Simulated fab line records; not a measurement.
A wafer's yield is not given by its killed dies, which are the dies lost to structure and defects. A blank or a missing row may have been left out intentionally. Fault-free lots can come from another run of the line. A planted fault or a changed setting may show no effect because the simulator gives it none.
A struck lot beside a sound one	flow nandHarc	13 out of 1302 route steps
Sound: these wafers, L643.2, L643.3, L643.6. The struck wafers were L636.1, L636.3, L636.6. Last of all comes the cause.
Per side, at each step with rows, come the tool, then ch with its chambers, and then its first start. Under that, the readings that differ: sound wafers	struck wafers	difference of the means	sigmas: that difference in standard deviations of wafers without a fault.
alike: words and numbers the same on both sides, and readings whose means are apart by under 2 such deviations; not compared: readings that were withheld, readings missing a value for some wafer, numbers with overlapping values and no deviation given by the record, and bounds like >300 which may hide the same value.
The two part at a step that has a row with sigmas, a row that says differs or no value, or rows on one side only. Numbers that have no deviation but don't overlap get no sigmas and don't part them. Lack of a reading on every wafer of one side parts them only where that side has two or more wafers.

first, 1 step without rows for these wafers: NHARC_A_CHANNEL_FILL_D2_ANNEAL_22 (time 7200 s).
NHARC_A_CHANNEL_FILL_D2_THK_MEAS_06: measures by ellipsometry.
  sound: filmMetro-02 at day 21 06:51; struck: filmMetro-02 at day 18 22:32
  alike: thkNm
NHARC_A_CHANNEL_FILL_D2_ALD_25: deposits SiOx, target thk 60 nm, pulse time 10 s, ald cycles 600.
  sound on aldHk-02 ch 1,2,3, day 21 07:31; struck on aldHk-02 ch 1,2,3, day 18 22:35
  alike: heaterPowerW, precursorPulseHeightRel
NHARC_A_CHANNEL_FILL_D2_ETCHBACK_08: etches the open film in C4F8, target depth 220 nm, time 110 s.
  sound on rieDiel-03 ch 0,2; struck on rieDiel-09 ch 0,2,3
  alike: oesProductAu, rfVppV
  not compared: rfHoursCounterH
NHARC_A_CHANNEL_FILL_D2_STRIP_29: strips in O2, time 20 s.
  sound on rieDiel-03 ch 2,3; struck on rieDiel-09 ch 1,3
  alike: drypumpMotorCurrentA, oesProductAu, rfVppV, showerheadPlenumPTorr, throttleValvePct
  not compared: rfHoursCounterH
then, 3 steps without rows for these wafers: NHARC_A_CHANNEL_FILL_D2_PRECLEAN_30 (cleans in dHF, time 30 s); NHARC_A_CHANNEL_FILL_D2_SRD_31; NHARC_A_CHANNEL_FILL_D2_CVD_09 (deposits poly-Si, target thk 150 nm, time 3000 s).
NHARC_A_CHANNEL_FILL_D2_CMP_10: polishes, target thk 150 nm.
  sound on cmp-04 ch 2,3, day 21 18:12; struck on cmp-03 ch 1,2,3, day 19 10:02
reading	sound	struck	difference	sigmas
motorCurrentA (A)	14.7 12.5 13.1	11.5 9.8 10.5	-2.8	-2
  alike: slurryFilterDpKPa, slurryFlowMlMin, timeToEndpointS
next, for these wafers, 1 step has no rows: NHARC_A_CHANNEL_FILL_D2_SRD_12.
NHARC_A_CHANNEL_FILL_D2_RTA_24: time 5 s.
  sound on rtpAnneal-02 ch 0, day 21 18:41; struck on rtpAnneal-01 ch 0, day 19 10:47
reading	sound	struck	difference	sigmas
lampPowerPct (%)	26.9 26.9 26.9	28.2 28.2 28.2	+1.3	+2
lamp_zone_6_pct (%)	26.9 26.8 26.8	28.2 28.2 28.2	+1.4	+2
  alike: wafer_temp_C_max
NHARC_A_CHANNEL_FILL_D2_INSPECT_13:
  sound: defectInspect-01 at day 21 18:52; struck: defectInspect-01 at day 19 10:59
  alike: rawDefectCount
next, for these wafers, 1 step has no rows: NHARC_END_SORT_01.

## WHERE THEY PART
First at NHARC_A_CHANNEL_FILL_D2_CMP_10; last, within this record, at NHARC_A_CHANNEL_FILL_D2_RTA_24. Later steps at which nothing parts them and some readings are alike: NHARC_A_CHANNEL_FILL_D2_INSPECT_13.

WHY: the cause the simulator had injected
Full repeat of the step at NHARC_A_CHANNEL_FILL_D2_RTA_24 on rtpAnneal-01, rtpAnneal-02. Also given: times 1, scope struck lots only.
